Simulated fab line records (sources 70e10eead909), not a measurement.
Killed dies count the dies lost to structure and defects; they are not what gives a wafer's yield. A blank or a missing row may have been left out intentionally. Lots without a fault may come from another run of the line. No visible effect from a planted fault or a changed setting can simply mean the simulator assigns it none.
Which of the tools did it?	flow nand harc	60 wafers from 20 lots sampled at 6 of the route's 1302 steps

WHAT THE GAUGES SHOWED, per wafer
No reading from a measuring or inspecting step in the record can be judged against a usual standard deviation.

EACH LOT AND THE TOOL THAT RAN IT (in order: tool; ch and the chambers of the sampled wafers; start)
lot	NHARC_A_STAIRCASE_ETCH_253	NHARC_A_STAIRCASE_DESCUM_270	NHARC_A_STAIRCASE_ETCH_271	NHARC_A_STAIRCASE_DESCUM_291	NHARC_A_STAIRCASE_HM_OPEN_463	NHARC_A_STAIRCASE_STRIP_476
L075	rie diel-04 ch 1,3, day 16 23:35	rie diel-04 ch 1,3, day 17 03:23	rie diel-04 ch 0,3, day 17 03:28	rie diel-10 ch 0,1,3, day 17 09:11	rie diel-04 ch 1,3, day 17 20:12 or earlier	rie diel-04 ch 0,2,3, day 17 20:12
L076	rie diel-10 ch 0,2, day 17 00:52	rie diel-04 ch 2,3, day 17 06:34	rie diel-04 ch 0,1,2, day 17 06:39	rie diel-10 ch 0,1,2, day 17 16:25	rie diel-03 ch 0,1,2, day 18 01:55 or earlier	rie diel-10 ch 1,3, day 18 01:55
L078	rie diel-04 ch 1,2,3, day 17 10:48	rie diel-03 ch 1,2, day 17 17:30	rie diel-03 ch 0,3, day 17 17:34	rie diel-04 ch 0,2,3, day 17 23:21	rie diel-04 ch 2,3, day 18 09:27 or earlier	rie diel-04 ch 2,3, day 18 09:27
L077	rie diel-04 ch 1,2,3, day 17 19:37	rie diel-10 ch 1,2,3, day 17 23:41	rie diel-10 ch 1,2, day 17 23:46	rie diel-10 ch 2,3, day 18 05:59	rie diel-04 ch 2,3, day 18 16:52 or earlier	rie diel-04 ch 0,1,3, day 18 16:52
L079	rie diel-03 ch 0,1, day 17 20:16	rie diel-04 ch 1,2, day 18 01:10	rie diel-04 ch 0,2,3, day 18 01:16	rie diel-04 ch 0,2,3, day 18 06:55	rie diel-03 ch 2,3, day 18 16:34 or earlier	rie diel-03 ch 2,3, day 18 16:34
L081	rie diel-03 ch 1,2,3, day 18 17:13	rie diel-04 ch 0,2,3, day 18 21:01	rie diel-04 ch 1,2,3, day 18 21:26	rie diel-04 ch 1,2,3, day 19 03:48	rie diel-10 ch 1,3, day 19 17:19 or earlier	rie diel-03 ch 0,1,2, day 19 17:19
L080	rie diel-03 ch 2,3, day 19 00:37	rie diel-10 ch 2,3, day 19 09:23	rie diel-10 ch 1,2, day 19 09:29	rie diel-04 ch 0,3, day 19 17:17	rie diel-04 ch 0,3, day 20 03:40 or earlier	rie diel-10 ch 1,2,3, day 20 03:40
L084	rie diel-03 ch 0,2, day 19 21:52	rie diel-03 ch 0,1,2, day 20 02:22	rie diel-03 ch 0,2,3, day 20 02:28	rie diel-04 ch 0,1,3, day 20 10:53	rie diel-10 ch 0,2,3, day 20 20:37 or earlier	rie diel-03 ch 1,2,3, day 20 20:37
L082	rie diel-04 ch 0,1, day 19 23:00	rie diel-10 ch 1,2,3, day 20 03:26	rie diel-10 ch 1,2,3, day 20 03:40	rie diel-04 ch 1,3, day 20 11:40	rie diel-03 ch 0,1,3, day 20 21:48 or earlier	rie diel-04 ch 0,1,3, day 20 21:48
L083	rie diel-03 ch 0,1,2, day 20 14:16	rie diel-10 ch 0,1,2, day 20 18:02	rie diel-10 ch 0,1,2, day 20 18:07	rie diel-03 ch 1,2,3, day 21 04:49	rie diel-10 ch 0,2,3, day 21 15:51 or earlier	rie diel-10 ch 0,1,2, day 21 15:51
L086	rie diel-04 ch 0,1, day 20 18:46	rie diel-03 ch 1,3, day 20 23:58	rie diel-03 ch 1,2,3, day 21 00:03	rie diel-03 ch 1,2,3, day 21 07:19	rie diel-10 ch 0,1, day 21 17:36 or earlier	rie diel-04 ch 0,2,3, day 21 17:36
L085	rie diel-03 ch 1,2, day 20 23:13	rie diel-10 ch 0,2,3, day 21 06:45	rie diel-10 ch 0,2,3, day 21 06:51	rie diel-03 ch 1,3, day 21 14:49	rie diel-03 ch 0,1,3, day 22 01:35 or earlier	rie diel-04 ch 0,1,2, day 22 01:35
L087	rie diel-10 ch 1,2,3, day 21 08:29	rie diel-04 ch 0,2,3, day 21 13:07	rie diel-04 ch 0,1,3, day 21 13:13	rie diel-04 ch 0,1,2, day 21 19:04	rie diel-04 ch 1,2,3, day 22 04:11 or earlier	rie diel-10 ch 0,2,3, day 22 04:11
L091	rie diel-10 ch 2,3, day 22 15:51	rie diel-10 ch 0,1,2, day 22 21:11	rie diel-10 ch 0,2,3, day 22 21:17	rie diel-10 ch 1,2, day 23 03:23	rie diel-10 ch 1,2, day 23 12:35 or earlier	rie diel-10 ch 0,2,3, day 23 12:35
L088	rie diel-10 ch 0,2, day 22 17:47	rie diel-03 ch 1,2, day 23 00:41	rie diel-03 ch 1,2,3, day 23 00:47	rie diel-03 ch 0,1,2, day 23 08:29	rie diel-04 ch 0,2,3, day 23 19:16 or earlier	rie diel-10 ch 0,3, day 23 19:16
L092	rie diel-03 ch 0,3, day 24 01:20	rie diel-10 ch 0,1,3, day 24 06:22	rie diel-10 ch 0,2,3, day 24 06:28	rie diel-03 ch 0,1, day 24 12:34	rie diel-04 ch 1,2, day 24 22:16 or earlier	rie diel-03 ch 2,3, day 24 22:16
L093	rie diel-10 ch 1,2, day 24 11:47	rie diel-03 ch 0,1,2, day 24 18:24	rie diel-03 ch 0,1,3, day 24 18:29	rie diel-04 ch 0,2, day 25 01:09	rie diel-04 ch 1,2, day 25 15:55 or earlier	rie diel-04 ch 0,3, day 25 15:55
L094	rie diel-10 ch 0,2,3, day 24 12:10	rie diel-10 ch 1,2,3, day 24 18:26	rie diel-10 ch 0,2,3, day 24 18:31	rie diel-03 ch 0,1,2, day 25 01:29	rie diel-03 ch 0,1,2, day 25 14:11 or earlier	rie diel-10 ch 0,1,2, day 25 14:11
L096	rie diel-04 ch 0,2,3, day 25 17:19	rie diel-03 ch 1,2, day 25 21:05	rie diel-03 ch 0,3, day 25 21:09	rie diel-10 ch 0,2,3, day 26 07:30	rie diel-04 ch 0,2,3, day 26 21:04 or earlier	rie diel-10 ch 0,2,3, day 26 21:04
L097	rie diel-04 ch 0,1,3, day 26 13:35	rie diel-04 ch 0,2,3, day 26 18:46	rie diel-04 ch 0,1,3, day 26 18:51	rie diel-03 ch 0,1,3, day 27 02:17	rie diel-04 ch 0,1,2, day 27 15:26 or earlier	rie diel-04 ch 0,2,3, day 27 15:26
- NHARC_A_STAIRCASE_ETCH_253: etches the open film in C4F8/O2, target depth 50 nm, time 20.2 s.
- NHARC_A_STAIRCASE_DESCUM_270: chemistry O2, time 3 s.
- NHARC_A_STAIRCASE_ETCH_271: etches the open film in CF4/CHF3.
- NHARC_A_STAIRCASE_DESCUM_291: chemistry O2, time 3 s.
- NHARC_A_STAIRCASE_HM_OPEN_463: chemistry O2/COS.
- NHARC_A_STAIRCASE_STRIP_476: strips in O2, time 20 s.

AS READ BY THE TOOLS THEMSELVES (means over the sampled wafers that have a number; for cases with no such wafer, the mark the record gives instead)
NHARC_A_STAIRCASE_ETCH_253.
lot	tool	oes product au (a.u.)	rf fwd power W (W)	rf vpp V (V)
L075	rie diel-04	0.968	585	891
L076	rie diel-10	0.948	590	893
L078	rie diel-04	0.924	588	891
L077	rie diel-04	0.961	590	890
L079	rie diel-03	0.953	590	906
L081	rie diel-03	0.971	589	902
L080	rie diel-03	0.958	589	899
L084	rie diel-03	0.965	589	903
L082	rie diel-04	0.972	585	894
L083	rie diel-03	0.952	590	903
L086	rie diel-04	0.968	585	893
L085	rie diel-03	0.946	589	903
L087	rie diel-10	0.964	589	897
L091	rie diel-10	0.960	587	896
L088	rie diel-10	0.962	591	892
L092	rie diel-03	0.952	590	902
L093	rie diel-10	0.970	591	899
L094	rie diel-10	0.967	588	894
L096	rie diel-04	0.926	586	889
L097	rie diel-04	0.970	586	892

NHARC_A_STAIRCASE_DESCUM_270.
lot	tool	drypump motor current A (A)	oes product au (a.u.)	rf vpp V (V)	showerhead plenum p Torr (Torr)	throttle valve pct (%)
L075	rie diel-04	5.9	0.997	57.9	1.84	11.318
L076	rie diel-04	5.8	0.997	57.3	1.80	11.298
L078	rie diel-03	6.3	1.006	58.0	1.99	11.315
L077	rie diel-10	5.8	1.008	58.6	1.93	11.311
L079	rie diel-04	6.1	1.001	57.6	1.84	11.309
L081	rie diel-04	5.7	1.001	56.9	1.83	11.303
L080	rie diel-10	5.7	1.006	57.3	1.90	11.313
L084	rie diel-03	6.1	0.993	58.2	2.03	11.309
L082	rie diel-10	5.8	1.000	57.7	1.93	11.317
L083	rie diel-10	6.0	1.004	57.0	1.93	11.309
L086	rie diel-03	5.8	1.012	58.3	2.00	11.322
L085	rie diel-10	5.9	1.009	58.4	1.89	11.316
L087	rie diel-04	5.7	1.000	57.2	1.82	11.308
L091	rie diel-10	6.0	1.003	58.0	1.92	11.313
L088	rie diel-03	6.3	0.996	58.1	1.98	11.309
L092	rie diel-10	5.7	1.005	58.8	1.95	11.309
L093	rie diel-03	6.0	0.991	57.6	2.01	11.314
L094	rie diel-10	5.8	1.010	57.8	1.92	11.310
L096	rie diel-03	6.2	1.000	58.2	1.97	11.312
L097	rie diel-04	5.7	1.007	58.1	1.81	11.311

NHARC_A_STAIRCASE_ETCH_271.
lot	tool	drypump motor current A (A)	oes product au (a.u.)	rf fwd power W (W)	rf vpp V (V)	showerhead plenum p Torr (Torr)	throttle valve pct (%)
L075	rie diel-04	5.5	0.969	495.2	368.6	1.52	16.809
L076	rie diel-04	5.9	0.954	496.1	369.0	1.54	16.809
L078	rie diel-03	6.0	0.973	497.4	372.4	1.64	16.809
L077	rie diel-10	6.1	0.973	496.6	371.2	1.56	16.800
L079	rie diel-04	5.7	0.975	497.4	369.5	1.51	16.805
L081	rie diel-04	6.0	0.951	496.7	368.8	1.51	16.801
L080	rie diel-10	6.1	0.961	499.7	370.7	1.56	16.794
L084	rie diel-03	6.3	0.972	497.1	373.2	1.64	16.799
L082	rie diel-10	5.9	0.933	499.6	371.0	1.58	16.801
L083	rie diel-10	6.0	0.969	496.2	370.6	1.58	16.808
L086	rie diel-03	6.0	0.966	497.0	372.8	1.63	16.805
L085	rie diel-10	5.8	0.926	495.9	370.4	1.55	16.805
L087	rie diel-04	5.8	0.926	496.2	368.4	1.52	16.800
L091	rie diel-10	5.9	0.975	497.4	370.0	1.55	16.803
L088	rie diel-03	6.0	0.929	497.7	372.2	1.63	16.802
L092	rie diel-10	5.8	0.927	496.3	369.9	1.55	16.800
L093	rie diel-03	5.8	0.924	497.9	373.6	1.65	16.814
L094	rie diel-10	5.9	0.974	496.2	369.5	1.55	16.809
L096	rie diel-03	6.0	0.923	497.3	372.1	1.63	16.801
L097	rie diel-04	5.8	0.927	496.8	368.3	1.51	16.809

NHARC_A_STAIRCASE_DESCUM_291.
lot	tool	drypump motor current A (A)	oes product au (a.u.)	rf vpp V (V)	showerhead plenum p Torr (Torr)	throttle valve pct (%)
L075	rie diel-10	5.7	1.010	57.6	1.96	11.308
L076	rie diel-10	6.0	1.003	57.8	1.93	11.307
L078	rie diel-04	5.7	1.002	57.7	1.83	11.313
L077	rie diel-10	6.0	1.007	57.7	1.86	11.303
L079	rie diel-04	5.7	1.003	57.0	1.83	11.307
L081	rie diel-04	6.0	1.002	58.2	1.83	11.308
L080	rie diel-04	5.5	0.998	57.8	1.84	11.309
L084	rie diel-04	5.8	1.005	58.0	1.85	11.308
L082	rie diel-04	6.2	1.003	56.8	1.86	11.307
L083	rie diel-03	6.0	1.002	57.6	1.99	11.305
L086	rie diel-03	6.0	1.000	57.9	1.99	11.307
L085	rie diel-03	5.7	1.000	58.2	2.00	11.319
L087	rie diel-04	5.9	1.004	58.3	1.85	11.316
L091	rie diel-10	6.2	1.002	58.2	1.89	11.305
L088	rie diel-03	6.0	0.995	58.1	2.02	11.301
L092	rie diel-03	5.5	0.991	58.3	2.05	11.317
L093	rie diel-04	5.6	1.008	57.6	1.83	11.311
L094	rie diel-03	6.0	0.992	59.2	2.01	11.314
L096	rie diel-10	5.9	1.003	57.0	1.87	11.309
L097	rie diel-03	5.8	0.994	57.5	2.01	11.307

NHARC_A_STAIRCASE_HM_OPEN_463.
lot	tool	drypump motor current A (A)	oes product au (a.u.)	rf fwd power W (W)	rf vpp V (V)	showerhead plenum p Torr (Torr)	throttle valve pct (%)
L075	rie diel-04	5.9	1.004	497.9	464.4	3.00	28.332
L076	rie diel-03	6.1	0.996	500.4	470.5	3.30	28.330
L078	rie diel-04	5.9	1.002	499.7	463.8	2.96	28.339
L077	rie diel-04	5.9	1.012	496.3	463.3	2.95	28.320
L079	rie diel-03	6.3	1.007	499.0	468.0	3.20	28.332
L081	rie diel-10	5.6	1.011	498.0	468.9	3.20	28.332
L080	rie diel-04	5.6	1.005	498.6	464.0	2.97	28.330
L084	rie diel-10	5.9	1.000	498.2	466.9	3.09	28.333
L082	rie diel-03	5.8	0.998	498.1	470.4	3.30	28.330
L083	rie diel-10	5.9	1.008	497.9	465.7	3.08	28.328
L086	rie diel-10	5.9	1.003	500.1	469.6	3.24	28.331
L085	rie diel-03	5.8	0.993	498.7	470.4	3.29	28.328
L087	rie diel-04	6.0	1.001	500.5	465.1	2.99	28.331
L091	rie diel-10	6.0	1.006	497.5	468.8	3.19	28.333
L088	rie diel-04	5.7	0.997	498.2	464.1	2.97	28.329
L092	rie diel-04	6.1	1.001	498.0	464.1	2.99	28.327
L093	rie diel-04	6.3	1.007	498.0	465.2	3.04	28.336
L094	rie diel-03	6.1	0.992	498.0	469.7	3.27	28.331
L096	rie diel-04	5.7	1.012	500.0	462.8	2.96	28.329
L097	rie diel-04	5.9	1.000	500.5	465.2	3.01	28.339

NHARC_A_STAIRCASE_STRIP_476.
lot	tool	drypump motor current A (A)	oes product au (a.u.)	rf vpp V (V)	showerhead plenum p Torr (Torr)	throttle valve pct (%)
L075	rie diel-04	5.7	0.995	57.4	3.38	17.040
L076	rie diel-10	5.7	0.998	58.6	3.68	17.046
L078	rie diel-04	5.8	1.007	56.8	3.34	17.027
L077	rie diel-04	5.8	1.005	57.9	3.43	17.036
L079	rie diel-03	6.4	1.009	57.4	3.62	17.034
L081	rie diel-03	6.1	1.001	57.6	3.72	17.034
L080	rie diel-10	5.9	1.013	57.5	3.55	17.044
L084	rie diel-03	6.1	1.003	57.8	3.66	17.029
L082	rie diel-04	5.8	1.001	58.0	3.42	17.039
L083	rie diel-10	6.0	1.009	58.5	3.54	17.046
L086	rie diel-04	5.7	1.002	57.6	3.36	17.033
L085	rie diel-04	5.9	1.006	57.6	3.42	17.048
L087	rie diel-10	5.8	1.006	57.5	3.48	17.042
L091	rie diel-10	5.9	1.013	58.0	3.47	17.047
L088	rie diel-10	5.7	1.004	57.9	3.52	17.033
L092	rie diel-03	6.3	1.007	58.1	3.59	17.034
L093	rie diel-04	5.5	1.009	58.0	3.38	17.044
L094	rie diel-10	6.1	0.999	57.5	3.53	17.036
L096	rie diel-10	5.8	1.001	58.6	3.46	17.040
L097	rie diel-04	5.7	1.002	57.6	3.34	17.041

THE ANSWER, worked out from the rows above alone
Rule: what is usual is taken from the lots themselves. The widest of any qualifying gaps counts: lots, ordered by their means at a reading, are off when they make up no more than a third of the lots, leave a main group of 4 or more, and stand apart from it by 3 or more times the standard deviation of that group's means. Not used: any main group whose means are identical at the precision the tables above print for the reading. Also off: a lot with no number at a reading for which 4 or more lots have one. The other lots that the step has rows for count as sound. The gauges are gone through in route order, then the tools' own readings, and for those a lot's mean is taken as printed above. The first step at which some lot is off is used, and at that step the reading that is off furthest; a lot without a number counts as furthest.
No lot is off at any reading shown: from this, nothing can be told.

WHAT THE SIMULATOR HAD PUT IN
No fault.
